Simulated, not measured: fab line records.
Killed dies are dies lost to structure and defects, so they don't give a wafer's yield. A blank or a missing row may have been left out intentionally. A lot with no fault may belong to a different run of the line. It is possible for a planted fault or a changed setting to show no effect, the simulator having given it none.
One fault through the eyes of 2 desks | flow n5-finfet | each desk holds nothing but its own numbers, with what lay behind them at the end

THE TOOL OWNER'S DESK: pecvd-04
The tool's own readings at N5_PASSIVATION_PECVD_53 (deposits SiO2 from TEOS/O2, target thk 800 nm, time 169.4 s): means of the sampled wafers that have a number, for each lot that ran on this tool. Marked OUT: a lot whose mean sits more than 4 standard deviations from the usual mean, which makes it out of limits; the brackets give that distance.
Columns: A = chamber-pressure-Torr at N5_PASSIVATION_PECVD_53, usual 6.500 Torr; B = run-length-s at N5_PASSIVATION_PECVD_53, usual 197.4 s
lot  | first seen here | A     | B
L386 | day 12 15:38    | 6.488 | 197.5
L391 | day 13 20:02    | 6.488 | 197.2
L392 | day 13 22:14    | 6.492 | 197.3
L393 | day 14 04:33    | 6.499 | 220.0 (+71) OUT
L407 | day 17 13:06    | 6.500 | 197.4
L408 | day 17 23:58    | 6.489 | 197.5
Finding of this desk: L393 out of limits; the first was L393 at day 14 04:33, on run-length-s at N5_PASSIVATION_PECVD_53. L386, L391, L392, L407, L408: within limits.

AT THE METROLOGY DESK
Means of the sampled wafers that have a number, per lot and without regard to the tool the lot ran on: this is what the gauges read. Marked OUT: a lot whose mean sits more than 4 standard deviations from the usual mean, which makes it out of limits; the brackets give that distance. Of its 12 readings 7 are shown: those that lie furthest out on some lot.
Columns: A = DIBL_P at N5_BEOL_M4_RC_MEAS_101, usual 36.6 mV/V; B = IOFF_P at N5_BEOL_M4_RC_MEAS_101, usual 0.217 nA/um; C = ION_P at N5_BEOL_M4_RC_MEAS_101, usual 464 uA/um; D = SS_P at N5_BEOL_M4_RC_MEAS_101, usual 73.4 mV/dec; E = VT_P at N5_BEOL_M4_RC_MEAS_101, usual -250 mV; F = cd-nm at N5_MIM_BOT_LITHO_CD_MEAS_08, usual 2999.4 nm; G = TV_OVL at N5_PASSIVATION_OVL_MEAS_60, usual 1 nm
lot  | first seen here | A    | B     | C   | D    | E    | F      | G
L386 | day 8 06:04     | 36.3 | 0.201 | 463 | 72.9 | -250 | 3000.0 | -7
L390 | day 9 18:49     | 38.2 | 0.225 | 461 | 73.9 | -252 | 2999.8 | -1
L391 | day 9 20:58     | 36.0 | 0.228 | 468 | 73.3 | -246 | 2998.8 | 2
L392 | day 10 00:01    | 36.1 | 0.233 | 467 | 73.6 | -248 | 2999.5 | 4
L393 | day 10 11:13    | 37.6 | 0.261 | 474 | 73.7 | -244 | 2998.2 | -9
L394 | day 10 18:02    | 34.8 | 0.205 | 465 | 73.0 | -250 | 2999.9 | 13
L404 | day 13 00:58    | 37.1 | 0.212 | 463 | 73.3 | -251 | 2998.0 | -1
L405 | day 13 06:30    | 34.6 | 0.192 | 462 | 72.3 | -250 | 2999.0 | -1
L407 | day 13 13:08    | 38.6 | 0.215 | 458 | 73.8 | -249 | 3000.1 | -0
L408 | day 13 16:08    | 36.3 | 0.218 | 462 | 73.6 | -251 | 3001.0 | 0
This desk found nothing out of limits on any of the 10 lots.

ALL TOGETHER
An alarm could have come from the tool owner's desk at day 14 04:33, on L393.
Metrology desk: nothing out of limits seen.
The metrology desk has L393 on record, within its limits.
On pecvd-04, each named lot ran N5_PASSIVATION_PECVD_53.

WHAT WAS PUT IN BY THE SIMULATOR
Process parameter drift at N5_PASSIVATION_PECVD_53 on pecvd-04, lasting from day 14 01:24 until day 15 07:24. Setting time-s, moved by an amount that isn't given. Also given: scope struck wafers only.
Struck lots among those shown: L393.
Delay in hours, fault start to first out-of-limits reading, by desk: the tool owner's desk at 3.
